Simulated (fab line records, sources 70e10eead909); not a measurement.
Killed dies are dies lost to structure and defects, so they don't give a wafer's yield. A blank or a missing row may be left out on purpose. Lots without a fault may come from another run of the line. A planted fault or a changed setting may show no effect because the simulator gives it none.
fab line records | flow nand_harc
record lots=7 wafers=21 last_day=24
route steps=1159 shown A_SLIT@803 A_SIN_REMOVE@804 A_WL_FILL@809 END@1159
lots that met no fault: from a run of the same line without faults
start_h: hours from the record's first day to the start of the lot's first wafer shown | wait_h: hours since the lot's step before | " the same as in the row above | L1.1+2: a row that stands for several wafers | - no value, or no start given | * or withheld: withheld | < > ~ a bound
route shown NAME@n: a module of which the file shows steps, and the number in the route of the first | usual: mean/standard deviation of fault-free wafers | same: alike in all rows | chamber/n: place in a boat | sites: the reading at each site | _std_site: their standard deviation | _edge_site: outer sites' mean less inner sites' | radius_mm: how far each site lies from the wafer's centre | mask NAME#n: copy n | behind: the tool/chamber that last shaped the wafer | hold: why the lot was held/for how many hours/how that ended | device: the transistor (n, p or np) that didn't switch | end of line: the same wafers' tests at the end of the route | a step without rows: its recipe alone | killed: dies lost to structure and defects at the first sort, not the wafer's yield | map: a wafer's dies, x killed, . not, _ none there
set.NAME: the setting as run; set.NAME@STEP: as run at that earlier step | model.NAME: the simulator's own value behind a step, which no gauge read
lots at some steps of the route; a table a step, a row a wafer
services: from which hour (start_h, from the record's first day; less than 0 if before it) a tool's chamber was out of use, for how many hours, and why
## steps
# step NHARC_A_SLIT_CD_MEAS_21
# usual cd_nm=289.6/0.72
# columns lot.wafer tool chamber start_h wait_h cd_nm
L512.2 cd_sem-01 - 329.92 - 289.0
L512.3 " - " " 288.7
L512.5 " - " " 288.5
L522.1 cd_sem-03 - 387.45 - 289.5
L522.3 " - " " 289.9
L522.5 " - " " 289.5
L521.2 cd_sem-01 - 389.09 - 290.6
L521.3 " - " " 289.7
L521.6 " - " " 289.4
L523.1 cd_sem-03 - 396.97 - 290.2
L523.3 " - " " 290.1
L523.4 " - " " 290.2
L529.1 cd_sem-02 - 432.60 - 288.1
L529.2 " - " " 287.7
L529.5 " - " " 287.9
L532.1 cd_sem-01 - 452.84 - 289.6
L532.2 " - " " 289.9
L532.5 " - " " 290.0
L534.1 cd_sem-01 - 461.19 - 288.5
L534.2 " - " " 288.9
L534.4 " - " " 289.9
# step NHARC_A_SIN_REMOVE_WET_00
# recipe temp_c=160 time_s=15300 chemistry=H3PO4
# step NHARC_A_SIN_REMOVE_PRECLEAN_01
# recipe time_s=* temp_c=50 bath_age_min=0 chemistry=SC1
# step NHARC_A_SIN_REMOVE_SRD_02
# step NHARC_A_SIN_REMOVE_INSPECT_04
# usual raw_defect_count=299/99
# columns lot.wafer tool chamber start_h wait_h raw_defect_count
L512.2 defect_inspect-01 - 337.58 0.0 283
L512.3 " - " " 235
L512.5 " - " " 314
L522.1 defect_inspect-02 - 395.15 0.0 363
L522.3 " - " " 235
L522.5 " - " " 219
L521.2 defect_inspect-02 - 395.16 0.0 281
L521.3 " - " " 339
L521.6 " - " " 266
L523.1 defect_inspect-01 - 404.46 0.0 247
L523.3 " - " " 277
L523.4 " - " " 262
L529.1 defect_inspect-02 - 440.60 0.0 244
L529.2 " - " " 191
L529.5 " - " " 189
L532.1 defect_inspect-02 - 460.50 0.0 231
L532.2 " - " " 262
L532.5 " - " " 285
L534.1 defect_inspect-01 - 468.93 0.0 210
L534.2 " - " " 273
L534.4 " - " " 210
# step NHARC_A_WL_FILL_ALD_00
# recipe target_thk_a=30 pulse_time_s=3 ald_cycles=30 temp_c=300 material=Al2O3
# usual heater_power_w=489/69 precursor_pulse_height_rel=1.001/0.02
# same ald_cycles=30 pulse_time_s=3
# columns lot.wafer tool chamber start_h wait_h heater_power_w precursor_pulse_height_rel
L512.2 ald_hk-01 2 337.67 0.1 459 1.009
L512.3 " 0 " " 383 0.993
L512.5 " 2 " " 448 0.995
L521.3 ald_hk-02 3 395.22 0.1 483 1.002
L521.2 " 2 " " 460 0.993
L521.6 " 3 " " 472 1.034
L522.1 ald_hk-01 0 395.25 0.1 381 0.993
L522.3 " 2 " " 452 1.014
L522.5 " 0 " " 373 0.983
L523.3 ald_hk-01 3 404.55 0.1 592 1.029
L523.1 " 0 " " 380 0.982
L523.4 " 1 " " 530 1.044
L529.1 ald_hk-02 0 440.67 0.1 600 1.009
L529.2 " 3 " " 473 0.987
L529.5 " 1 " " 405 0.997
L532.1 ald_hk-03 0 460.56 0.1 505 1.003
L532.2 " 3 " " 479 0.981
L532.5 " 0 " " 514 1.038
L534.2 ald_hk-01 1 469.00 0.1 518 0.996
L534.1 " 3 " " 571 0.968
L534.4 " 0 " " 374 1.027
# step NHARC_A_WL_FILL_RTA_01
# recipe temp_c=1000 time_s=5
# usual lamp_power_pct=34.8/1.2 lamp_zone_2_pct=34.8/1.2 lamp_zone_6_pct=34.7/1.2 wafer_temp_C_max=1005.7/1.9
# columns lot.wafer tool chamber start_h wait_h lamp_power_pct lamp_zone_2_pct lamp_zone_6_pct wafer_temp_C_max
L512.2 rtp_anneal-01 0 338.09 - 33.3 33.3 33.3 1002.6
L512.3 " 0 " " 33.3 33.4 33.2 1003.4
L512.5 " 0 " " 33.4 33.3 33.2 1003.1
L522.1 rtp_anneal-02 0 395.48 - 35.8 35.8 35.7 1007.1
L522.3 " 0 " " 35.8 35.8 35.7 1006.1
L522.5 " 0 " " 35.8 35.8 35.8 1007.2
L521.2 rtp_anneal-01 0 395.52 - 33.4 33.3 33.3 1004.6
L521.3 " 0 " " 33.3 33.4 33.3 1003.5
L521.6 " 0 " " 33.3 33.3 33.3 1004.0
L523.1 rtp_anneal-01 0 404.81 - 33.3 33.3 33.3 1005.8
L523.3 " 0 " " 33.3 33.3 33.3 1002.6
L523.4 " 0 " " 33.3 33.3 33.3 1005.2
L529.1 rtp_anneal-02 0 441.08 - 35.8 35.8 35.7 1007.2
L529.2 " 0 " " 35.8 35.8 35.7 1005.9
L529.5 " 0 " " 35.8 35.8 35.7 1007.4
L532.1 rtp_anneal-02 0 460.82 - 35.8 35.8 35.7 1007.4
L532.2 " 0 " " 35.8 35.8 35.7 1006.5
L532.5 " 0 " " 35.8 35.8 35.7 1008.7
L534.1 rtp_anneal-02 0 469.26 - 35.8 35.8 35.8 1010.0
L534.2 " 0 " " 35.8 35.8 35.7 1007.8
L534.4 " 0 " " 35.9 35.8 35.7 1007.0
# step NHARC_A_WL_FILL_ALD_02
# recipe target_thk_a=20 pulse_time_s=3 ald_cycles=100 temp_c=450 material=TiN
# usual heater_power_w=1078/88 precursor_pulse_height_rel=1.001/0.019
# same ald_cycles=100 pulse_time_s=3
# columns lot.wafer tool chamber start_h wait_h heater_power_w precursor_pulse_height_rel
L512.2 ald_metal-03 1 338.33 0.2 1095 1.035
L512.3 " 3 " " 1091 1.014
L512.5 " 1 " " 1113 1.010
L521.2 ald_metal-01 0 395.71 0.2 941 1.023
L521.3 " 2 " " 1080 1.030
L521.6 " 0 " " 937 0.989
L522.1 ald_metal-03 3 395.76 0.3 1102 0.992
L522.3 " 1 " " 1106 1.031
L522.5 " 3 " " 1126 0.981
L523.1 ald_metal-03 2 405.02 0.2 1118 0.975
L523.4 " 3 " " 1121 0.992
L523.3 " 1 " " 1093 0.950
L529.1 ald_metal-02 3 441.33 0.2 896 0.977
L529.2 " 1 " " 1173 1.005
L529.5 " 2 " " 1068 1.017
L532.2 ald_metal-02 3 461.11 0.2 912 0.988
L532.1 " 0 " " 1125 0.992
L532.5 " 2 " " 1074 1.004
L534.1 ald_metal-01 0 469.48 0.2 820 0.985
L534.4 " 1 " " 1145 0.975
L534.2 " 3 " " 1003 0.939
# step NHARC_A_WL_FILL_CVD_03
# recipe target_thk_a=400 temp_c=300 pressure_torr=40 wf6_flow_sccm=40 h2_flow_sccm=1600 ar_flow_sccm=1560 time_s=3302 material=W
# step NHARC_A_WL_FILL_ETCHBACK_04
# recipe target_depth_a=600 time_s=120 chemistry=NF3
# usual drypump_motor_current_A=5.62/0.23 oes_product_au=1.000/0.0077
# columns lot.wafer tool chamber start_h wait_h drypump_motor_current_A oes_product_au rf_hours_counter_h
L512.2 rie_metal-02 1 345.64 2.4 5.42 0.995 3.1
L512.3 " 0 " " 5.54 0.998 -
L512.5 " 1 " " 5.45 1.002 -
L521.2 rie_metal-03 1 399.62 2.9 5.90 0.987 3.6
L521.3 " 1 " " 5.92 0.991 -
L521.6 " 1 " " 5.90 0.999 -
L522.1 rie_metal-01 1 399.87 2.4 5.91 0.991 2.2
L522.3 " 0 " " 5.29 0.998 -
L522.5 " 0 " " 5.29 0.998 -
L523.1 rie_metal-03 0 410.02 2.9 5.74 0.989 3.7
L523.4 " 1 " " 5.92 0.996 -
L523.3 " 0 " " 5.71 0.993 -
L529.2 rie_metal-03 0 445.69 2.9 5.70 0.990 4.8
L529.1 " 1 " " 5.90 0.988 5.0
L529.5 " 0 " " 5.69 0.998 -
L532.1 rie_metal-03 0 471.11 2.8 5.73 0.998 0.0
L532.2 " 1 " " 5.88 0.995 0.0
L532.5 " 0 " " 5.72 1.008 -
L534.1 rie_metal-03 0 474.34 2.4 5.71 0.995 0.2
L534.2 " 1 " " 5.92 0.988 0.2
L534.4 " 0 " " 5.70 0.995 -
# step NHARC_A_WL_FILL_ETCHBACK_05
# recipe target_depth_a=220 time_s=60 temp_c=40 chemistry=Cl2/BCl3
# usual drypump_motor_current_A=5.62/0.24 oes_product_au=1.000/0.0083 temp_c=40.00/0.12
# columns lot.wafer tool chamber start_h wait_h drypump_motor_current_A oes_product_au rf_hours_counter_h temp_c
L512.2 rie_metal-02 1 345.86 0.2 5.38 1.009 3.2 39.93
L512.3 " 1 " " 5.40 0.999 - 40.08
L512.5 " 0 " " 5.54 0.987 - 39.91
L521.2 rie_metal-03 1 399.83 0.2 5.90 0.987 3.7 40.13
L521.3 " 0 " " 5.68 1.006 - 39.90
L521.6 " 1 " " 5.91 0.990 - 40.17
L522.1 rie_metal-01 1 400.08 0.2 5.89 1.001 2.4 40.09
L522.3 " 0 " " 5.30 1.001 - 39.95
L522.5 " 1 " " 5.91 0.999 - 40.02
L523.1 rie_metal-03 0 410.24 0.2 5.72 0.997 3.8 40.31
L523.4 " 1 " " 5.92 0.989 - 40.01
L523.3 " 0 " " 5.70 0.999 - 40.27
L529.1 rie_metal-03 0 445.93 0.2 5.72 0.752 5.0 39.92
L529.2 " 1 " " 5.94 0.759 5.1 39.82
L529.5 " 0 " " 5.72 0.759 - 39.89
L532.1 rie_metal-03 1 471.35 0.2 5.91 0.760 0.1 39.88
L532.2 " 0 " " 5.72 0.756 0.1 39.99
L532.5 " 1 " " 5.94 0.759 - 39.86
L534.2 rie_metal-03 1 474.58 0.2 5.90 0.752 0.4 39.98
L534.1 " 0 " " 5.70 0.760 0.4 39.88
L534.4 " 1 " " 5.93 0.749 - 39.86
# step NHARC_A_WL_FILL_STRIP_27
# recipe power_w=1500 temp_c=250 time_s=20 chemistry=N2/H2
# usual drypump_motor_current_A=6.22/0.091 heater_power_w=329/13 temp_c=250.03/0.19
# columns lot.wafer tool chamber start_h wait_h drypump_motor_current_A heater_power_w rf_hours_counter_h temp_c
L512.2 plasma_asher-01 1 345.99 0.1 6.11 316 19 250.33
L512.3 " 0 " " 6.22 318 - 249.58
L512.5 " 1 " " 6.12 324 - 250.11
L521.2 plasma_asher-01 1 399.99 0.2 6.15 328 40 250.10
L521.3 " 1 " " 6.13 323 - 250.27
L521.6 " 0 " " 6.23 319 - 249.85
L522.1 plasma_asher-01 0 400.24 0.2 6.25 320 40 250.09
L522.3 " 1 " " 6.14 323 - 250.24
L522.5 " 1 " " 6.14 317 - 250.19
L523.1 plasma_asher-02 1 410.39 0.1 6.38 355 13 250.30
L523.4 " 0 " " 6.25 332 - 249.86
L523.3 " 1 " " 6.34 350 - 250.17
L529.1 plasma_asher-01 1 446.07 0.1 6.13 319 55 249.88
L529.2 " 0 " " 6.23 313 55 249.96
L529.5 " 1 " " 6.11 323 - 250.25
L532.2 plasma_asher-02 0 471.49 0.1 6.19 337 36 250.04
L532.1 " 1 " " 6.39 348 36 249.84
L532.5 " 1 " " 6.39 356 - 250.01
L534.2 plasma_asher-01 1 474.72 0.1 6.13 331 4 250.16
L534.1 " 0 " " 6.18 315 4 250.30
L534.4 " 1 " " 6.13 322 - 250.20
# step NHARC_END_SORT_01
# recipe temp_c=25
# usual killed_at_array=26/11 killed_at_other=0.6/1 killed_at_periphery=3.1/2.1 killed_dies=30/11 killed_open=3.4/1.8 killed_short=2.1/1.5
# same gross_dies=677
# columns lot.wafer tool chamber start_h wait_h killed_at_array killed_at_other killed_at_periphery killed_dies killed_open killed_short
L512.2 prober-01 0 473.79 2.8 36 0 2 38 7 2
L512.3 prober-01 0 474.60 3.1 28 0 2 30 1 4
L512.5 prober-01 0 476.23 3.7 28 0 3 31 2 0
L522.1 prober-02 0 494.56 2.5 18 0 2 20 3 0
L522.3 prober-02 0 496.17 3.1 19 0 5 24 4 1
L522.5 prober-02 0 497.78 3.7 23 4 1 28 4 3
L523.1 prober-02 0 510.75 2.5 15 1 6 22 4 2
L523.3 prober-02 0 512.35 3.1 13 0 5 18 4 0
L523.4 prober-02 0 513.15 3.4 12 0 3 15 2 4
L529.1 prober-02 0 548.41 2.5 38 0 1 39 1 1
L529.2 prober-02 0 549.22 2.8 41 2 4 47 3 3
L529.5 prober-02 0 551.64 3.7 60 0 1 61 5 2
L532.1 prober-01 0 569.59 2.5 20 0 0 20 0 2
L532.2 prober-01 0 570.38 2.8 43 1 1 45 4 3
L532.5 prober-01 0 572.77 3.7 34 0 4 38 4 0
L534.1 prober-02 0 569.65 2.5 19 0 0 19 1 2
L534.2 prober-02 0 570.43 2.8 19 0 0 19 0 1
L534.4 prober-02 0 572.00 3.4 18 0 5 23 3 1
# killed by level:class
L512.2 A_SLIT:chamber_film_flake=14 A_CHANNEL_HOLE_D1:chamber_film_flake=8 A_CONTACT:geometric_particle:open=3 A_CONTACT:chamber_film_flake=3 A_STAIRCASE:chamber_film_flake=2 P_M0:geometric_particle:open=1 A_ONON_D1:geometric_particle:open=1 A_CHANNEL_HOLE_D1:geometric_particle:open=1
L512.3 A_SLIT:chamber_film_flake=13 A_CHANNEL_HOLE_D1:chamber_film_flake=7 A_WL_FILL:geometric_particle:short=2 A_M0:chamber_film_flake=2 P_M1:geometric_particle:short=1 A_SGD_CUT:geometric_particle:open=1 A_CONTACT:geometric_particle:short=1 P_STI:chamber_film_flake=1
L512.5 A_SLIT:chamber_film_flake=16 A_CHANNEL_HOLE_D1:chamber_film_flake=5 A_STAIRCASE:chamber_film_flake=3 A_CONTACT:chamber_film_flake=3 P_CONTACT:geometric_particle:open=1 P_M1:geometric_particle:open=1 P_STI:chamber_film_flake=1 A_WL_FILL:chamber_film_flake=1
L522.1 A_CONTACT:chamber_film_flake=9 A_CHANNEL_HOLE_D1:chamber_film_flake=4 A_CHANNEL_FILL_D1:chamber_film_flake=2 P_M0:geometric_particle:open=1 A_CONTACT:geometric_particle:open=1 A_BLC:geometric_particle:open=1 P_GATE:chamber_film_flake=1 A_ZERO_WELL:chamber_film_flake=1
L522.3 A_CONTACT:chamber_film_flake=7 A_CHANNEL_HOLE_D1:chamber_film_flake=4 A_M0:geometric_particle:open=2 A_SLIT:chamber_film_flake=2 P_GATE:geometric_particle:open=1 P_CONTACT:geometric_particle:short=1 A_ONON_D1:geometric_particle:open=1 P_GATE:chamber_film_flake=1
L522.5 A_CONTACT:chamber_film_flake=13 THIN_TSV:chamber_film_flake=4 A_CHANNEL_HOLE_D1:chamber_film_flake=3 P_CONTACT:geometric_particle:open=1 A_ONON_D1:geometric_particle:open=1 A_ONON_D1:geometric_particle:short=1 A_CHANNEL_HOLE_D1:geometric_particle:short=1 A_SGD_CUT:geometric_particle:open=1
L523.1 A_CHANNEL_HOLE_D1:chamber_film_flake=5 A_CONTACT:chamber_film_flake=4 P_M0:geometric_particle:open=2 P_STI:chamber_film_flake=2 P_STI:geometric_particle:short=1 A_CHANNEL_FILL_D1:geometric_particle:short=1 A_WL_FILL:geometric_particle:open=1 A_CONTACT:geometric_particle:open=1
L523.3 P_STI:chamber_film_flake=4 A_CONTACT:chamber_film_flake=4 A_CHANNEL_HOLE_D1:chamber_film_flake=3 A_CHANNEL_FILL_D1:geometric_particle:open=2 A_SLIT:geometric_particle:open=1 A_M0:geometric_particle:open=1 P_GATE:chamber_film_flake=1 A_CHANNEL_FILL_D1:chamber_film_flake=1
L523.4 A_CHANNEL_FILL_D1:geometric_particle:short=2 P_STI:chamber_film_flake=2 A_CHANNEL_HOLE_D1:chamber_film_flake=2 A_CONTACT:chamber_film_flake=2 A_ONON_D1:geometric_particle:short=1 A_CHANNEL_HOLE_D1:geometric_particle:open=1 A_CONTACT:geometric_particle:short=1 A_BLC:geometric_particle:open=1
L529.1 A_SLIT:chamber_film_flake=19 A_CHANNEL_HOLE_D1:chamber_film_flake=9 A_STAIRCASE:chamber_film_flake=3 A_CHANNEL_FILL_D1:chamber_film_flake=3 A_CONTACT:chamber_film_flake=2 P_M0:geometric_particle:open=1 A_WL_FILL:geometric_particle:short=1 A_WL_FILL:chamber_film_flake=1
L529.2 A_CHANNEL_HOLE_D1:chamber_film_flake=16 A_SLIT:chamber_film_flake=12 A_CONTACT:chamber_film_flake=6 A_CHANNEL_FILL_D1:chamber_film_flake=2 THIN_TSV:chamber_film_flake=2 P_CONTACT:geometric_particle:open=1 P_M0:geometric_particle:open=1 P_M1:geometric_particle:short=1
L529.5 A_CHANNEL_HOLE_D1:chamber_film_flake=25 A_SLIT:chamber_film_flake=18 A_CONTACT:chamber_film_flake=7 A_CONTACT:geometric_particle:open=2 A_BLC:geometric_particle:open=2 P_STI:geometric_particle:short=1 A_ONON_D1:geometric_particle:open=1 A_WL_FILL:geometric_particle:short=1
L532.1 A_CHANNEL_HOLE_D1:chamber_film_flake=12 A_CONTACT:chamber_film_flake=3 A_STAIRCASE:chamber_film_flake=2 A_SOURCE_PLATE:geometric_particle:short=1 A_CHANNEL_FILL_D1:geometric_particle:short=1 A_WL_FILL:chamber_film_flake=1
L534.1 A_CHANNEL_HOLE_D1:chamber_film_flake=9 A_STAIRCASE:chamber_film_flake=3 A_SLIT:chamber_film_flake=2 A_WL_FILL:geometric_particle:short=1 A_WL_FILL:geometric_particle:open=1 A_BLC:geometric_particle:short=1 A_CONTACT:chamber_film_flake=1 A_M0:chamber_film_flake=1
L532.2 A_CHANNEL_HOLE_D1:chamber_film_flake=25 A_CONTACT:chamber_film_flake=5 A_STAIRCASE:chamber_film_flake=4 A_WL_FILL:geometric_particle:open=2 A_WL_FILL:chamber_film_flake=2 A_ONON_D1:geometric_particle:short=1 A_CHANNEL_HOLE_D1:geometric_particle:short=1 A_WL_FILL:geometric_particle:short=1
L534.2 A_CHANNEL_HOLE_D1:chamber_film_flake=9 A_STAIRCASE:chamber_film_flake=4 A_CONTACT:chamber_film_flake=3 A_WL_FILL:chamber_film_flake=2 A_SGD_CUT:geometric_particle:short=1
L534.4 A_CHANNEL_HOLE_D1:chamber_film_flake=4 A_STAIRCASE:chamber_film_flake=3 A_M0:chamber_film_flake=3 P_GATE:chamber_film_flake=2 A_SLIT:chamber_film_flake=2 A_WL_FILL:chamber_film_flake=2 P_GATE:geometric_particle:open=1 P_M0:geometric_particle:open=1
L532.5 A_CHANNEL_HOLE_D1:chamber_film_flake=16 A_STAIRCASE:chamber_film_flake=5 A_CONTACT:chamber_film_flake=5 A_WL_FILL:chamber_film_flake=3 P_GATE:chamber_film_flake=2 P_CONTACT:geometric_particle:open=1 A_CHANNEL_HOLE_D1:geometric_particle:open=1 A_SGD_CUT:geometric_particle:open=1
## services
# columns tool chamber start_h hours kind
ald_metal-03 - 322.00 10.0 pm
plasma_asher-01 - 322.32 0.3 repair
rie_metal-01 - 332.00 9.0 pm
ald_hk-02 - 335.07 2.5 repair
ald_metal-03 2 335.84 25.2 repair
rie_metal-03 - 344.99 1.6 repair
plasma_asher-01 - 352.35 5.3 repair
ald_metal-02 1 354.27 4.6 repair
ald_metal-02 0 354.89 6.0 repair
plasma_asher-02 - 360.24 9.0 pm
rie_metal-03 0 363.74 4.6 repair
ald_metal-02 - 364.00 10.0 pm
ald_metal-01 3 365.64 11.4 repair
rie_metal-02 - 388.00 9.0 pm
ald_metal-02 0 397.28 4.0 repair
ald_hk-01 - 411.53 10.0 pm
ald_hk-01 - 421.73 0.8 repair
rie_metal-01 1 422.97 19.5 repair
plasma_asher-01 - 423.98 1.3 repair
ald_metal-01 - 436.98 1.3 repair
rie_metal-03 - 437.05 0.6 repair
rie_metal-03 - 453.00 9.0 pm
plasma_asher-01 - 454.32 9.0 pm
rie_metal-02 0 456.99 16.7 repair
## key
first_sign step=NHARC_A_WL_FILL_ETCHBACK_05 reading=oes_product_au direction=down sigmas=29 usual=1.000 struck=0.756
effect none on later readings
met_at NHARC_A_WL_FILL_ETCHBACK_05
struck_wafers L529.1,L529.2,L529.5,L532.1,L532.2,L532.5,L534.1,L534.2,L534.4
tester_left_out L529,L532,L534
onset_between 410.24 445.93
fault kind=process_parameter_drift tool=rie_metal-03 chamber=- onset_h=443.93 steps=NHARC_A_WL_FILL_ETCHBACK_05 channel=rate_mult offset=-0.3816 shape=step end_h=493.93
# tester_left_out: of these lots the tester's yield and bins aren't shown, on N5 and GAA mostly nor the transistor test; their killed dies are dies lost to structure and defects alone, not to doping, threshold or leakage, so they don't give the yield
